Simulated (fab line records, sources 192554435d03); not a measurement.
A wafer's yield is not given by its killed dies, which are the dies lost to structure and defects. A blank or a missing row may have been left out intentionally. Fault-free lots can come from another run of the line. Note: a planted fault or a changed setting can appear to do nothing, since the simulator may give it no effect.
fab line records    flow n5_finfet    part 1 of 2: steps 1 to 4 of 6
record: lots: 22  wafers: 66  last_day: 19
route steps=1938 shown BEOL_M11@1575 BEOL_M12@1648 BEOL_M13@1673 BEOL_M14@1729
lots with no fault: from the same line, run without faults
start_h: the number of hours between the record's first day and the start of the first shown wafer of the lot    wait_h: how many hours have passed since the lot's step before this one    " same as the row above    L1.1+2: one row covering several wafers at once    - either no value or no given start    * or withheld: withheld    < > ~ a bound
route shown NAME@n: a module of which the file shows steps, and the number in the route of the first    usual: mean/standard deviation taken from wafers without a fault    same: alike in all rows    chamber/n: place in a boat    sites: per-site readings    _std_site: their standard deviation    _edge_site: outer sites' mean less inner sites'    radius_mm: for every site, how far away it sits from the centre of the wafer    mask NAME#n: copy n    behind: the last tool/chamber to shape the wafer    hold: why the lot went on hold/how many hours it stayed there/how the hold came to an end    device: transistor that didn't switch, given as n, p or np    end of line: tests of these same wafers at the route's end    a step given without rows: its recipe and nothing more    killed: not the wafer's yield, but the dies lost to structure and defects at the first sort    map: the dies of a wafer, with x for killed, . for not killed, _ for no die there
set.NAME: the setting as run; set.NAME@STEP: as run at that earlier step    model.NAME: the simulator's own value behind a step, which no gauge read
steps of the route over a sample of lots; a table a step, a row a wafer
services: when a tool's chamber went out of use (start_h, in hours from the record's first day, below 0 if earlier), for how many hours, and the reason
== steps ==
step: N5_BEOL_M11_VIA_ETCH_34
recipe: chemistry: C4F6/O2  target: SiCOH_lowk  target_depth_a: 1845  mask_material: SOC  taper_deg: 4  time_s: 69.2  ion_energy_ev: 250  pressure_mtorr: 30  source_w: 345  bias_w: 185  Ar_flow_sccm: 300  C4F6_flow_sccm: 10  O2_flow_sccm: 10
usual: drypump_motor_current_A: 5.5/0.33  oes_product_au: 0.80/0.087  rf_vpp_V: 668/6.2  showerhead_plenum_p_Torr: 2.85/0.094  throttle_valve_pct: 20.79/0.23
lot.wafer  tool         chamber  start_h  wait_h  drypump_motor_current_A  oes_product_au  rf_hours_counter_h  rf_vpp_V  showerhead_plenum_p_Torr  throttle_valve_pct
L074.1     rie_diel-06  3        240.54   0.0     5.1                      0.70            231                 668       2.69                      20.89
L074.2     "            1        "        "       6.0                      0.88            48                  665       2.90                      20.65
L074.3     "            2        "        "       6.0                      0.79            120                 674       2.96                      20.58
L075.1     rie_diel-01  3        251.45   0.0     5.7                      0.74            150                 662       2.75                      20.69
L075.4     "            0        "        "       5.1                      0.81            90                  672       2.87                      21.11
L075.5     "            3        "        "       5.7                      0.75            -                   660       2.75                      20.69
L076.1     rie_diel-03  2        257.84   0.0     5.3                      0.73            189                 672       2.84                      21.49
L076.5     "            0        "        "       5.6                      0.70            -                   649       2.81                      20.79
L076.6     "            1        "        "       5.2                      0.75            -                   661       2.63                      20.71
L077.2     rie_diel-06  3        274.19   0.0     5.1                      0.70            240                 666       2.69                      20.90
L077.3     "            0        "        "       5.4                      0.84            81                  673       2.88                      20.60
L077.6     "            3        "        "       5.1                      0.71            -                   668       2.69                      20.89
L078.2     rie_diel-03  2        286.75   0.0     5.3                      0.72            199                 671       2.84                      21.49
L078.5     "            1        "        "       5.2                      0.75            -                   660       2.63                      20.74
L078.6     "            2        "        "       5.3                      0.72            -                   669       2.84                      21.50
L082.1     rie_diel-06  2        299.84   0.0     6.0                      0.78            133                 673       2.96                      20.60
L082.2     "            0        "        "       5.5                      0.84            86                  673       2.87                      20.62
L082.6     "            2        "        "       6.0                      0.77            -                   674       2.96                      20.59
L081.1     rie_diel-06  2        307.23   0.0     6.0                      0.76            136                 674       2.96                      20.59
L081.3     "            0        "        "       5.5                      0.83            89                  674       2.87                      20.63
L081.6     "            2        "        "       6.0                      0.76            -                   674       2.96                      20.60
L084.1     rie_diel-01  0        312.94   0.0     5.1                      0.79            104                 673       2.87                      21.12
L084.2     "            3        "        "       5.7                      0.73            169                 662       2.74                      20.74
L084.5     "            3        "        "       5.6                      0.73            -                   660       2.74                      20.72
L086.1     rie_diel-03  0        318.16   0.0     5.6                      0.69            244                 648       2.81                      20.80
L086.4     "            2        "        "       5.2                      0.71            209                 671       2.83                      21.52
L086.5     "            3        "        "       5.7                      0.94            -                   667       2.79                      20.82
L085.1     rie_diel-01  0        331.20   0.0     5.1                      0.78            112                 672       2.86                      21.13
L085.2     "            2        "        "       5.7                      0.99            0                   674       2.81                      20.74
L085.6     "            0        "        "       5.1                      0.78            -                   671       2.86                      21.12
L083.1     rie_diel-01  2        334.26   0.0     5.7                      0.99            1                   673       2.80                      20.74
L083.3     "            0        "        "       5.1                      0.78            113                 672       2.86                      21.13
L083.5     "            0        "        "       5.1                      0.78            -                   673       2.86                      21.14
L088.1     rie_diel-06  1        338.40   0.0     6.0                      0.83            77                  665       2.88                      20.69
L088.2     "            0        "        "       5.5                      0.82            100                 674       2.87                      20.63
L088.5     "            1        "        "       6.0                      0.84            -                   665       2.88                      20.69
L087.1     rie_diel-06  1        343.07   0.0     6.0                      0.82            79                  665       2.88                      20.69
L087.5     "            0        "        "       5.5                      0.82            -                   673       2.87                      20.65
L087.6     "            3        "        "       5.1                      0.98            -                   665       3.02                      20.54
L089.1     rie_diel-01  3        343.32   0.0     5.7                      0.72            182                 661       2.74                      20.72
L089.2     "            0        "        "       5.1                      0.78            117                 672       2.86                      21.14
L089.5     "            3        "        "       5.7                      0.72            -                   662       2.74                      20.74
L090.1     rie_diel-06  1        345.18   0.0     6.0                      0.83            80                  666       2.88                      20.69
L090.4     "            0        "        "       5.5                      0.82            104                 672       2.87                      20.65
L090.5     "            3        "        "       5.1                      0.97            -                   667       3.02                      20.54
L091.3     rie_diel-06  0        365.48   0.0     5.5                      0.82            108                 673       2.86                      20.64
L091.4     "            1        "        "       6.0                      0.82            85                  665       2.88                      20.71
L091.5     "            2        "        "       6.0                      0.74            -                   672       2.95                      20.62
L093.3     rie_diel-06  1        372.55   0.0     6.0                      0.82            88                  665       2.88                      20.70
L093.5     "            2        "        "       6.0                      0.75            -                   673       2.95                      20.63
L093.6     "            3        "        "       5.1                      0.93            -                   667       3.02                      20.55
L094.1     rie_diel-01  0        372.87   0.0     5.1                      0.77            124                 671       2.86                      21.14
L094.2     "            3        "        "       5.7                      0.72            192                 661       2.74                      20.74
L094.4     "            1        "        "       5.6                      0.95            9                   666       2.90                      20.61
L092.1     rie_diel-06  3        373.02   0.0     5.1                      0.94            9                   666       3.02                      20.57
L092.3     "            2        "        "       5.9                      0.75            158                 672       2.95                      20.64
L092.5     "            3        "        "       5.1                      0.93            -                   666       3.02                      20.56
L095.2     rie_diel-06  0        376.76   0.0     5.5                      0.81            112                 673       2.86                      20.65
L095.5     "            1        "        "       6.0                      0.82            -                   666       2.88                      20.72
L095.6     "            0        "        "       5.5                      0.81            -                   673       2.86                      20.66
L096.1     rie_diel-01  1        395.38   0.0     5.6                      0.93            14                  667       2.89                      20.61
L096.2     "            3        "        "       5.7                      0.71            198                 661       2.73                      20.76
L096.3     "            0        "        "       5.1                      0.77            130                 671       2.86                      21.15
L097.2     rie_diel-03  2        404.61   0.0     5.3                      0.69            239                 670       2.82                      21.57
L097.4     "            3        "        "       5.7                      0.89            39                  667       2.78                      20.87
L097.6     "            2        "        "       5.3                      0.69            -                   670       2.82                      21.56
step: N5_BEOL_M12_SPUTTER_43
recipe: material: TaN  target_thk_a: 150  temp_c: 50  bias_v: 168.6  power_w: 15000  chamber_pressure_pa: 0.12  time_s: 24.19
usual: substrate_temp_c: 49.99/0.11  throttle_valve_pct: 30.2/1.1
lot.wafer  tool            chamber  start_h  wait_h  substrate_temp_c  throttle_valve_pct
L074.1     pvd_sputter-02  -        252.47   0.0     49.88             29.0
L074.2     "               -        "        "       49.93             31.8
L074.3     "               -        "        "       50.00             31.7
L075.1     pvd_sputter-01  -        258.41   0.0     49.94             30.0
L075.4     "               -        "        "       50.14             27.5
L075.5     "               -        "        "       49.91             27.5
L076.1     pvd_sputter-02  -        266.71   0.0     49.93             31.4
L076.5     "               -        "        "       50.16             29.3
L076.6     "               -        "        "       50.06             31.3
L077.2     pvd_sputter-02  -        287.55   0.0     49.90             29.3
L077.3     "               -        "        "       50.00             31.6
L077.6     "               -        "        "       50.05             31.2
L078.2     pvd_sputter-02  -        293.19   0.0     50.06             28.7
L078.5     "               -        "        "       49.88             31.6
L078.6     "               -        "        "       50.15             29.2
L082.1     pvd_sputter-03  -        307.43   0.0     49.92             30.1
L082.2     "               -        "        "       50.01             30.2
L082.6     "               -        "        "       49.89             30.7
L081.1     pvd_sputter-01  -        314.80   0.0     49.79             30.1
L081.3     "               -        "        "       50.05             30.8
L081.6     "               -        "        "       50.14             27.6
L084.1     pvd_sputter-01  -        320.40   0.0     50.08             29.5
L084.2     "               -        "        "       50.21             30.5
L084.5     "               -        "        "       50.08             30.4
L086.1     pvd_sputter-02  -        325.84   0.0     49.90             29.3
L086.4     "               -        "        "       50.01             31.3
L086.5     "               -        "        "       49.92             29.0
L085.1     pvd_sputter-02  -        340.10   0.0     50.11             29.0
L085.2     "               -        "        "       50.02             31.4
L085.6     "               -        "        "       50.00             29.1
L083.1     pvd_sputter-03  -        340.39   0.0     49.87             30.7
L083.3     "               -        "        "       50.02             30.6
L083.5     "               -        "        "       50.01             30.8
L088.1     pvd_sputter-02  -        345.47   0.0     50.01             31.2
L088.2     "               -        "        "       50.20             31.5
L088.5     "               -        "        "       50.16             31.5
L087.1     pvd_sputter-01  -        354.89   0.0     49.89             27.5
L087.5     "               -        "        "       49.65             29.3
L087.6     "               -        "        "       50.07             30.8
L089.1     pvd_sputter-02  -        355.00   0.0     49.97             31.6
L089.2     "               -        "        "       50.13             29.2
L089.5     "               -        "        "       50.05             29.4
L090.1     pvd_sputter-03  -        355.05   0.0     50.00             30.1
L090.4     "               -        "        "       49.98             30.6
L090.5     "               -        "        "       49.95             30.8
L091.3     pvd_sputter-03  -        373.73   0.0     49.98             30.6
L091.4     "               -        "        "       49.97             30.0
L091.5     "               -        "        "       49.78             30.4
L093.3     pvd_sputter-01  -        383.19   0.0     49.89             27.6
L093.5     "               -        "        "       50.17             29.1
L093.6     "               -        "        "       49.93             27.6
L094.1     pvd_sputter-02  -        383.80   0.0     50.10             31.3
L094.2     "               -        "        "       49.89             29.2
L094.4     "               -        "        "       50.01             29.0
L092.1     pvd_sputter-03  -        385.35   0.0     49.95             30.9
L092.3     "               -        "        "       49.90             30.3
L092.5     "               -        "        "       50.09             31.0
L095.2     pvd_sputter-03  -        386.69   0.0     50.15             30.7
L095.5     "               -        "        "       50.05             30.7
L095.6     "               -        "        "       49.80             30.7
L096.1     pvd_sputter-02  -        403.26   0.0     49.96             31.5
L096.2     "               -        "        "       50.00             31.4
L096.3     "               -        "        "       49.99             29.2
L097.2     pvd_sputter-02  -        415.65   0.0     50.02             31.6
L097.4     "               -        "        "       49.95             29.1
L097.6     "               -        "        "       49.88             31.3
step: N5_BEOL_M12_RS_MEAS_54
recipe: thk_meas_gauge: four-point-probe  reads: Cu_of_BEOL_M12_ECD_47+Ta_of_BEOL_M12_SPUTTER_44+TaN_of_BEOL_M12_SPUTTER_43
usual: M12_RS: 0.0603/0.0009
lot.wafer  tool           chamber  start_h  wait_h  M12_RS[ohm/sq]
L074.1     film_metro-02  -        253.61   0.0     0.0591
L074.2     "              -        "        "       0.0606
L074.3     "              -        "        "       0.0593
L075.1     film_metro-02  -        259.67   0.0     0.0607
L075.4     "              -        "        "       0.0616
L075.5     "              -        "        "       0.0604
L076.1     film_metro-02  -        267.85   0.0     0.0596
L076.5     "              -        "        "       0.0617
L076.6     "              -        "        "       0.0595
L077.2     film_metro-01  -        288.69   0.0     0.0612
L077.3     "              -        "        "       0.0587
L077.6     "              -        "        "       0.0594
L078.2     film_metro-01  -        294.37   0.0     0.0599
L078.5     "              -        "        "       0.0608
L078.6     "              -        "        "       0.0617
L082.1     film_metro-01  -        308.57   0.0     0.0605
L082.2     "              -        "        "       0.0608
L082.6     "              -        "        "       0.0600
L081.1     film_metro-02  -        316.80   0.1     0.0600
L081.3     "              -        "        "       0.0599
L081.6     "              -        "        "       0.0600
L084.1     film_metro-02  -        322.10   0.0     0.0594
L084.2     "              -        "        "       0.0613
L084.5     "              -        "        "       0.0613
L086.1     film_metro-02  -        326.98   0.0     0.0599
L086.4     "              -        "        "       0.0588
L086.5     "              -        "        "       0.0615
L085.1     film_metro-02  -        342.42   0.0     0.0603
L085.2     "              -        "        "       0.0601
L085.6     "              -        "        "       0.0616
L083.1     film_metro-02  -        343.00   0.0     0.0605
L083.3     "              -        "        "       0.0590
L083.5     "              -        "        "       0.0608
L088.1     film_metro-02  -        347.40   0.1     0.0622
L088.2     "              -        "        "       0.0619
L088.5     "              -        "        "       0.0614
L089.1     film_metro-01  -        356.13   0.0     0.0595
L089.2     "              -        "        "       0.0599
L089.5     "              -        "        "       0.0593
L087.1     film_metro-02  -        356.30   0.0     0.0604
L087.5     "              -        "        "       0.0602
L087.6     "              -        "        "       0.0614
L090.1     film_metro-02  -        356.41   0.0     0.0621
L090.4     "              -        "        "       0.0602
L090.5     "              -        "        "       0.0600
L091.3     film_metro-01  -        374.87   0.0     0.0597
L091.4     "              -        "        "       0.0592
L091.5     "              -        "        "       0.0599
L093.3     film_metro-01  -        384.36   0.0     0.0617
L093.5     "              -        "        "       0.0614
L093.6     "              -        "        "       0.0594
L094.1     film_metro-01  -        385.21   0.0     0.0606
L094.2     "              -        "        "       0.0613
L094.4     "              -        "        "       0.0600
L092.1     film_metro-02  -        386.52   0.1     0.0596
L092.3     "              -        "        "       0.0608
L092.5     "              -        "        "       0.0592
L095.2     film_metro-01  -        388.76   0.1     0.0589
L095.5     "              -        "        "       0.0600
L095.6     "              -        "        "       0.0586
L096.1     film_metro-01  -        404.40   0.0     0.0597
L096.2     "              -        "        "       0.0602
L096.3     "              -        "        "       0.0599
L097.2     film_metro-01  -        416.79   0.0     0.0585
L097.4     "              -        "        "       0.0591
L097.6     "              -        "        "       0.0590
step: N5_BEOL_M13_ETCH_59
recipe: chemistry: N2/H2  target: BARC  target_depth_a: 890  overetch_a: 267  time_s: 67.9  ion_energy_ev: 200  pressure_mtorr: 30  source_w: 840  bias_w: 150  n2_flow_sccm: 200  h2_flow_sccm: 200
usual: drypump_motor_current_A: 5.48/0.25  oes_product_au: 0.67/0.076  rf_vpp_V: 522.2/2.6  showerhead_plenum_p_Torr: 2.49/0.089  throttle_valve_pct: 17.91/0.29
lot.wafer  tool         chamber  start_h  wait_h  drypump_motor_current_A  oes_product_au  rf_hours_counter_h  rf_vpp_V  showerhead_plenum_p_Torr  throttle_valve_pct
L074.1     rie_diel-06  3        254.38   0.0     5.06                     0.61            235                 520.4     2.40                      18.02
L074.2     "            1        "        "       5.99                     0.73            52                  525.2     2.58                      17.71
L074.3     "            2        "        "       5.96                     0.66            124                 526.2     2.67                      17.82
L075.1     rie_diel-03  3        260.31   0.0     5.70                     0.59            246                 522.7     2.51                      18.26
L075.4     "            2        "        "       5.28                     0.63            190                 524.2     2.53                      18.40
L075.5     "            0        "        "       5.57                     0.62            -                   522.6     2.50                      17.65
L076.1     rie_diel-01  0        268.49   0.0     5.09                     0.68            96                  524.8     2.56                      18.00
L076.5     "            3        "        "       5.67                     0.64            -                   521.4     2.45                      17.76
L076.6     "            2        "        "       5.68                     0.60            -                   522.7     2.51                      18.13
L077.2     rie_diel-01  2        289.33   0.0     5.67                     0.59            246                 521.4     2.51                      18.16
L077.3     "            1        "        "       5.60                     0.60            245                 525.7     2.62                      18.05
L077.6     "            2        "        "       5.67                     0.60            -                   522.7     2.51                      18.13
L078.2     rie_diel-03  1        295.01   0.0     5.23                     0.64            171                 516.6     2.32                      17.57
L078.5     "            2        "        "       5.31                     0.62            -                   521.8     2.52                      18.42
L078.6     "            3        "        "       5.72                     0.83            -                   523.4     2.50                      17.83
L082.1     rie_diel-06  2        309.34   0.0     5.95                     0.65            137                 526.6     2.66                      17.85
L082.2     "            3        "        "       5.07                     0.60            249                 519.6     2.40                      18.06
L082.6     "            2        "        "       5.98                     0.66            -                   526.5     2.66                      17.83
L081.1     rie_diel-03  3        317.68   0.0     5.71                     0.80            9                   522.7     2.50                      17.83
L081.3     "            1        "        "       5.21                     0.64            178                 518.2     2.32                      17.61
L081.6     "            2        "        "       5.28                     0.61            -                   523.9     2.52                      18.42
L084.1     rie_diel-03  0        322.87   0.0     5.53                     0.60            245                 521.5     2.50                      17.70
L084.2     "            1        "        "       5.24                     0.64            180                 518.7     2.32                      17.61
L084.5     "            0        "        "       5.52                     0.60            -                   523.3     2.50                      17.70
L086.1     rie_diel-03  2        327.76   0.0     5.31                     0.61            212                 523.5     2.52                      18.44
L086.4     "            1        "        "       5.23                     0.63            181                 516.5     2.32                      17.61
L086.5     "            3        "        "       5.71                     0.79            -                   522.6     2.50                      17.84
L085.1     rie_diel-03  3        343.07   0.0     5.71                     0.78            17                  521.3     2.50                      17.85
L085.2     "            1        "        "       5.25                     0.63            185                 517.5     2.32                      17.61
L085.6     "            3        "        "       5.70                     0.78            -                   522.8     2.50                      17.85
L083.1     rie_diel-01  2        343.68   0.0     5.70                     0.81            6                   522.6     2.50                      17.71
L083.3     "            0        "        "       5.06                     0.66            117                 524.6     2.55                      18.05
L083.5     "            2        "        "       5.70                     0.81            -                   521.4     2.50                      17.71
L088.1     rie_diel-03  2        348.04   0.0     5.31                     0.61            219                 523.8     2.51                      18.44
L088.2     "            3        "        "       5.72                     0.77            20                  522.9     2.50                      17.86
L088.5     "            3        "        "       5.70                     0.77            -                   522.2     2.50                      17.85
L089.1     rie_diel-03  3        356.77   0.0     5.69                     0.77            23                  522.3     2.50                      17.87
L089.2     "            2        "        "       5.27                     0.61            222                 523.5     2.51                      18.47
L089.5     "            3        "        "       5.69                     0.77            -                   522.2     2.50                      17.86
L087.1     rie_diel-01  2        357.07   0.0     5.68                     0.80            9                   522.4     2.50                      17.74
L087.5     "            3        "        "       5.68                     0.62            -                   521.0     2.44                      17.82
L087.6     "            0        "        "       5.07                     0.66            -                   525.2     2.55                      18.05
L090.1     rie_diel-03  1        357.23   0.0     5.22                     0.63            191                 515.2     2.31                      17.62
L090.4     "            1        "        "       5.22                     0.62            -                   516.4     2.31                      17.61
L090.5     "            3        "        "       5.71                     0.77            -                   522.0     2.50                      17.87
L091.3     rie_diel-03  3        375.64   0.0     5.71                     0.76            31                  522.1     2.49                      17.89
L091.4     "            3        "        "       5.71                     0.76            -                   521.7     2.49                      17.88
L091.5     "            1        "        "       5.22                     0.62            -                   517.3     2.31                      17.64
L093.3     rie_diel-03  2        385.06   0.0     5.33                     0.60            232                 523.2     2.51                      18.47
L093.5     "            2        "        "       5.34                     0.59            -                   522.6     2.51                      18.49
L093.6     "            3        "        "       5.71                     0.75            -                   522.4     2.49                      17.89
L094.1     rie_diel-06  1        385.85   0.0     5.99                     0.69            92                  523.4     2.57                      17.76
L094.2     "            0        "        "       5.47                     0.68            115                 523.2     2.56                      17.62
L094.4     "            0        "        "       5.48                     0.68            -                   523.3     2.56                      17.62
L092.1     rie_diel-01  2        387.34   0.0     5.67                     0.79            19                  521.5     2.50                      17.74
L092.3     "            3        "        "       5.65                     0.60            195                 520.8     2.43                      17.83
L092.5     "            3        "        "       5.66                     0.61            -                   521.4     2.43                      17.83
L095.2     rie_diel-03  2        389.54   0.0     5.32                     0.60            234                 523.8     2.51                      18.47
L095.5     "            1        "        "       5.24                     0.62            -                   516.8     2.31                      17.65
L095.6     "            0        "        "       5.60                     0.81            -                   522.3     2.49                      17.32
L096.1     rie_diel-03  3        405.17   0.0     5.70                     0.75            39                  523.3     2.49                      17.89
L096.2     "            0        "        "       5.57                     0.81            9                   522.6     2.49                      17.32
L096.3     "            1        "        "       5.22                     0.62            208                 515.6     2.31                      17.65
L097.2     rie_diel-01  3        417.56   0.0     5.69                     0.61            203                 520.7     2.43                      17.85
L097.4     "            1        "        "       5.59                     0.78            20                  525.3     2.60                      17.68
L097.6     "            3        "        "       5.70                     0.60            -                   520.1     2.43                      17.86
